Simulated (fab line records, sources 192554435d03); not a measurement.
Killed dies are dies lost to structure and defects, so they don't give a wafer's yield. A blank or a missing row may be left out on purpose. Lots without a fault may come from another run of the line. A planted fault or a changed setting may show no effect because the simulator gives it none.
Split-lot experiment | flow n5_finfet | 7 lots, 21 wafers read, on a route of 1938 steps

THE SPLIT
At N5_GATE_CUT_COAT_34 (time 60 s, resist thk 60 nm), the setting spin_rpm was moved away from the recipe's 1500 rpm on 9 of the 21 wafers read, by -10.5% to +8.3%. The other wafers ran this setting at the recipe's value.

FROM THE SPLIT TO THE READING: what the file shows between them, 9 steps
- N5_GATE_CUT_EXPOSE_10: exposes mask GATE CUT, target cd 20 nm (also split here: dose_mj)
- N5_GATE_CUT_PEB_11: peb time 60 s
- N5_GATE_CUT_DEVELOP_12: develop time 30 s
- N5_GATE_CUT_DESCUM_18: chemistry O2, time 7 s
- N5_GATE_CUT_ETCH_28: etches underlayer in N2/H2, target depth 13 nm, time 10.4 s
- N5_GATE_CUT_ETCH_36: etches SiARC in CF4, target depth 13 nm, time 21.7 s
- N5_GATE_CUT_ETCH_37: etches SOC in N2/H2, target depth 60 nm, overetch 12 nm, time 90 s
- N5_GATE_CUT_STRIP_38: strips in N2/H2
- N5_GATE_CUT_STRIP_39: strips in N2/H2

THE READING
SOC_of_GATE_CUT_COAT_34.thk_nm (the simulator's own value, which no gauge read), in nm, at N5_GATE_CUT_HM_OPEN_40 (chemistry C4F6/O2, target SiO2, target depth 139 nm, time 85.1 s). The file gives no usual value for it. The 12 wafers here that ran the recipe average 32.7 nm, standard deviation 0.39 nm.

wafer  | tool, chamber at the split | spin_rpm as run, rpm | against the recipe | SOC_of_GATE_CUT_COAT_34.thk_nm, nm | against lot-mates on the recipe
L074.1 | litho_track-04, 0          | 1500                 | recipe             | 32.2                               | -
L074.2 | litho_track-04, 0          | 1588                 | +5.9%              | 31.8                               | -0.4
L074.6 | litho_track-04, 0          | 1588                 | +5.9%              | 30.8                               | -1.4
L076.1 | litho_track-03, 0          | 1500                 | recipe             | 32.6                               | -
L076.2 | litho_track-03, 0          | 1500                 | recipe             | 33.4                               | -
L076.3 | litho_track-03, 0          | 1407                 | -6.2%              | 35                                 | +2.0
L082.1 | litho_track-04, 0          | 1500                 | recipe             | 33.4                               | -
L082.4 | litho_track-04, 0          | 1500                 | recipe             | 33                                 | -
L082.6 | litho_track-04, 0          | 1500                 | recipe             | 32.8                               | -
L087.4 | litho_track-03, 0          | 1388                 | -7.5%              | 34.4                               | +2.0
L087.5 | litho_track-03, 0          | 1500                 | recipe             | 32.4                               | -
L087.6 | litho_track-03, 0          | 1388                 | -7.5%              | 34.6                               | +2.2
L089.1 | litho_track-04, 0          | 1612                 | +7.5%              | 30.2                               | -2.2
L089.4 | litho_track-04, 0          | 1612                 | +7.5%              | 30.2                               | -2.2
L089.2 | litho_track-04, 0          | 1500                 | recipe             | 32.4                               | -
L094.1 | litho_track-01, 0          | 1500                 | recipe             | 32.6                               | -
L094.3 | litho_track-01, 0          | 1500                 | recipe             | 32.2                               | -
L094.5 | litho_track-01, 0          | 1624                 | +8.3%              | 30.4                               | -2.0
L095.2 | litho_track-03, 0          | 1342                 | -10.5%             | 36.8                               | +3.9
L095.4 | litho_track-03, 0          | 1500                 | recipe             | 32.8                               | -
L095.6 | litho_track-03, 0          | 1500                 | recipe             | 33                                 | -

THE FIT
A straight line over all 21 wafers: SOC_of_GATE_CUT_COAT_34.thk_nm changes by -0.309 nm for each +1% of spin_rpm; r = -0.96; the points scatter about the line by 0.47 nm.
The same after taking each lot's own level away (the mean of its wafers on the recipe; 21 wafers): -0.285 nm for each +1%; r = -0.97; scatter 0.39 nm.
On that fit, the largest move of spin_rpm shifts the reading by 3 nm.
The lots' own levels span 32.20 to 33.07 nm, that is 2.2 times the standard deviation above.
So the lot-to-lot level changes the slope little: the two slopes agree.
Check: with one of the wafers moved furthest among these (-10.5%) left out of the fit, the line predicts +2.85 nm for it against its lot-mates. It came out at +3.9 nm against them.

OTHER SPLITS ON THESE WAFERS
These wafers also went through other splits before the reading. Each is held against what the fit with the lots' levels taken away leaves over:
other split on the same wafers | wafers away from the commonest value | r with SOC_of_GATE_CUT_COAT_34.thk_nm (lot level and that fit taken away)
N5_SD_EPI_P_EPI_21 time_s      | 6                                    | +0.38
N5_HKMG_FIN_COAT_06 spin_rpm   | 11                                   | +0.17
N5_GATE_CUT_EXPOSE_10 dose_mj  | 4                                    | -0.41

THE WHOLE CHAIN: every reading that the file lists as answering this split, in the file's order
step                   | what it does                                                       | reading                                                                         | change (the file's fit)               | r (the file's)
N5_GATE_CUT_COAT_34    | time 60 s, resist thk 60 nm                                        | SOC_of_GATE_CUT_COAT_34.thk_nm (the simulator's own value, which no gauge read) | -0.296 nm for each +1% of the setting | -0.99
N5_GATE_CUT_ETCH_37    | etches SOC in N2/H2, target depth 60 nm, overetch 12 nm, time 90 s | etch.depth_nm (the simulator's own value, which no gauge read)                  | -0.297 nm for each +1% of the setting | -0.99
N5_GATE_CUT_HM_OPEN_40 | chemistry C4F6/O2, target SiO2, target depth 139 nm, time 85.1 s   | SOC_of_GATE_CUT_COAT_34.thk_nm (the simulator's own value, which no gauge read) | -0.295 nm for each +1% of the setting | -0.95

THE FILE'S OWN FIT
SOC_of_GATE_CUT_COAT_34.thk_nm changes by -0.295 nm for each +1% of spin_rpm, r = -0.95.
